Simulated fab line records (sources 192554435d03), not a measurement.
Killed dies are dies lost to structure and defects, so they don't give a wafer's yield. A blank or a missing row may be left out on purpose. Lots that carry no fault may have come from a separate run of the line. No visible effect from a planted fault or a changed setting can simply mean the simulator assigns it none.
Matching of chambers / flow n5-finfet / pecvd-02 running N5_BEOL_M5_PECVD_70: 3 sister chambers
The step deposits SiO2 from TEOS/O2, target thk 16 nm, time 18 s. 6 wafers are shown with their chamber, then 9 later ones without.

WAFERS, EACH WITH ITS CHAMBER
wafer=L086.3; chamber=0; throttle-valve-pct (%)=23.3; showerhead-plenum-p-Torr (Torr)=8.89
wafer=L086.5; chamber=2; throttle-valve-pct (%)=21.5; showerhead-plenum-p-Torr (Torr)=8.79
wafer=L086.6; chamber=1; throttle-valve-pct (%)=24.4; showerhead-plenum-p-Torr (Torr)=8.76
wafer=L089.2; chamber=1; throttle-valve-pct (%)=24.8; showerhead-plenum-p-Torr (Torr)=8.79
wafer=L089.3; chamber=2; throttle-valve-pct (%)=21.6; showerhead-plenum-p-Torr (Torr)=8.79
wafer=L089.4; chamber=0; throttle-valve-pct (%)=23.2; showerhead-plenum-p-Torr (Torr)=8.85

WAFERS WHOSE CHAMBER IS MISSING
wafer=L093.1; throttle-valve-pct (%)=23.5; showerhead-plenum-p-Torr (Torr)=8.88
wafer=L093.4; throttle-valve-pct (%)=23.4; showerhead-plenum-p-Torr (Torr)=8.86
wafer=L093.5; throttle-valve-pct (%)=21.5; showerhead-plenum-p-Torr (Torr)=8.76
wafer=L094.1; throttle-valve-pct (%)=24.8; showerhead-plenum-p-Torr (Torr)=8.73
wafer=L094.2; throttle-valve-pct (%)=23.2; showerhead-plenum-p-Torr (Torr)=8.86
wafer=L094.4; throttle-valve-pct (%)=24.5; showerhead-plenum-p-Torr (Torr)=8.74
wafer=L096.3; throttle-valve-pct (%)=23.4; showerhead-plenum-p-Torr (Torr)=8.89
wafer=L096.4; throttle-valve-pct (%)=24.6; showerhead-plenum-p-Torr (Torr)=8.76
wafer=L096.5; throttle-valve-pct (%)=23.2; showerhead-plenum-p-Torr (Torr)=8.90

THE CHAMBER EACH PASSED THROUGH
wafer=L093.1; from the rows above=0; in truth=0
wafer=L093.4; from the rows above=0; in truth=0
wafer=L093.5; from the rows above=2; in truth=2
wafer=L094.1; from the rows above=1; in truth=1
wafer=L094.2; from the rows above=0; in truth=0
wafer=L094.4; from the rows above=1; in truth=1
wafer=L096.3; from the rows above=0; in truth=0
wafer=L096.4; from the rows above=1; in truth=1
wafer=L096.5; from the rows above=0; in truth=0
Correct placement for 9 of the 9. Can't be placed from these rows: 0. 0 placed wrongly.
How it was worked out, from the rows above alone: a wafer's distance from a chamber is the root of the sum, over the readings, of the square of ((its reading less the chamber's mean) divided by the reading's scatter). The wafer belongs to the nearest chamber; if the next one is less than 2 further off, it can't be placed. The mean given for a chamber averages the wafers shown for that chamber. The scatter: take each reading less its chamber's mean, square it, sum over the shown wafers, divide by the number of wafers less the number of chambers, and take the root.
